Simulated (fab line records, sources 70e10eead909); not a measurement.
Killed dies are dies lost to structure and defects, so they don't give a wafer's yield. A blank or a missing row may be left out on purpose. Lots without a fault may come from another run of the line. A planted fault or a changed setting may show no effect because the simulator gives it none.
Chamber matching | flow nand_harc | NHARC_A_WL_FILL_CMP_12 on cmp-02: 4 sister chambers
The step polishes, t overpolish 30 s, target thk 100 nm. 30 wafers are shown with their chamber, then 12 later ones without.

WAFERS WITH THEIR CHAMBER
wafer  | chamber | motor_current_A (A) | time_to_endpoint_s (s) | overpolish_run_s (s)
L075.1 | 2       | 10.4                | 24.2                   | 30.013
L075.3 | 1       | 12.9                | 22.5                   | 29.996
L075.6 | 0       | 11.3                | 21.6                   | 30.011
L076.2 | 1       | 12.9                | 21.0                   | 30.004
L076.4 | 2       | 10.9                | 19.3                   | 29.987
L076.5 | 2       | 11.4                | 21.1                   | 29.987
L077.1 | 0       | 10.3                | 22.9                   | 29.982
L077.2 | 2       | 10.6                | 26.1                   | 29.990
L077.3 | 3       | 11.9                | 23.2                   | 30.001
L077.4 | 1       | 13.0                | 23.6                   | 30.013
L077.5 | 0       | 11.0                | 23.3                   | 29.986
L077.6 | 1       | 12.7                | 24.9                   | 29.992
L079.1 | 0       | 11.0                | 21.3                   | 29.997
L079.2 | 2       | 11.1                | 22.7                   | 30.010
L079.5 | 0       | 11.0                | 22.2                   | 30.000
L082.2 | 3       | 11.7                | 23.1                   | 29.994
L082.4 | 2       | 10.9                | 20.3                   | 29.983
L082.6 | 3       | 11.7                | 21.4                   | 29.993
L085.1 | 3       | 11.8                | 21.6                   | 30.005
L085.2 | 0       | 10.8                | 18.1                   | 30.005
L085.6 | 1       | 12.9                | 19.9                   | 30.002
L085.3 | 1       | 13.5                | 20.0                   | 30.009
L085.4 | 2       | 10.9                | 21.9                   | 29.994
L085.5 | 0       | 11.1                | 19.7                   | 29.998
L086.1 | 2       | 10.9                | 23.0                   | 29.998
L086.2 | 0       | 11.2                | 19.8                   | 30.006
L086.5 | 1       | 12.5                | 23.2                   | 29.999
L087.1 | 3       | 12.2                | 22.6                   | 29.986
L087.4 | 2       | 10.3                | 23.0                   | 30.006
L087.6 | 0       | 11.5                | 21.8                   | 29.995

SIGNATURES (means of the wafers above)
reading            | chamber 0 | chamber 1 | chamber 2 | chamber 3 | scatter within a chamber
motor_current_A    | 11.022    | 12.914    | 10.822    | 11.860    | 0.316
time_to_endpoint_s | 21.189    | 22.157    | 22.400    | 22.380    | 1.77
overpolish_run_s   | 29.99778  | 30.00214  | 29.99644  | 29.99580  | 0.00918
Rule: a wafer's distance from a chamber is the root of the sum, over the readings, of the square of ((its reading less the chamber's mean) divided by the reading's scatter). The wafer belongs to the nearest chamber; if the next one is less than 2 further off, it can't be placed. The scatter: the root of (the sum of the squares of (reading less its chamber's mean) over the shown wafers, divided by (wafers less chambers)).

WAFERS WITHOUT THEIR CHAMBER
wafer  | motor_current_A (A) | time_to_endpoint_s (s) | overpolish_run_s (s)
L092.1 | 13.4                | 24.3                   | 29.998
L092.5 | 13.2                | 21.7                   | 30.006
L092.6 | 12.0                | 17.8                   | 30.005
L093.4 | 10.7                | 18.4                   | 29.986
L093.5 | 10.5                | 17.5                   | 30.000
L093.6 | 12.3                | 21.3                   | 29.983
L093.1 | 12.8                | 20.4                   | 29.989
L093.2 | 11.6                | 19.9                   | 30.001
L093.3 | 10.8                | 22.4                   | 29.996
L094.2 | 10.5                | 21.7                   | 29.998
L094.4 | 11.8                | 18.7                   | 29.999
L094.5 | 11.3                | 18.0                   | 30.000

WHICH CHAMBER EACH WENT THROUGH
wafer  | from the rows above               | in truth
L092.1 | 1                                 | 1
L092.5 | 1                                 | 1
L092.6 | can't be placed: 3 or 0 or 1 or 2 | 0
L093.4 | can't be placed: 0 or 2           | 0
L093.5 | can't be placed: 0 or 2           | 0
L093.6 | can't be placed: 3 or 1           | 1
L093.1 | can't be placed: 1 or 3           | 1
L093.2 | can't be placed: 3 or 0 or 2      | 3
L093.3 | can't be placed: 2 or 0           | 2
L094.2 | can't be placed: 2 or 0           | 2
L094.4 | can't be placed: 3 or 0 or 2 or 1 | 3
L094.5 | can't be placed: 0 or 2 or 3      | 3
Placed correctly: 2 of 12. Can't be placed from these rows: 10 (the true chamber is among the candidates in 10). Placed wrongly: 0.
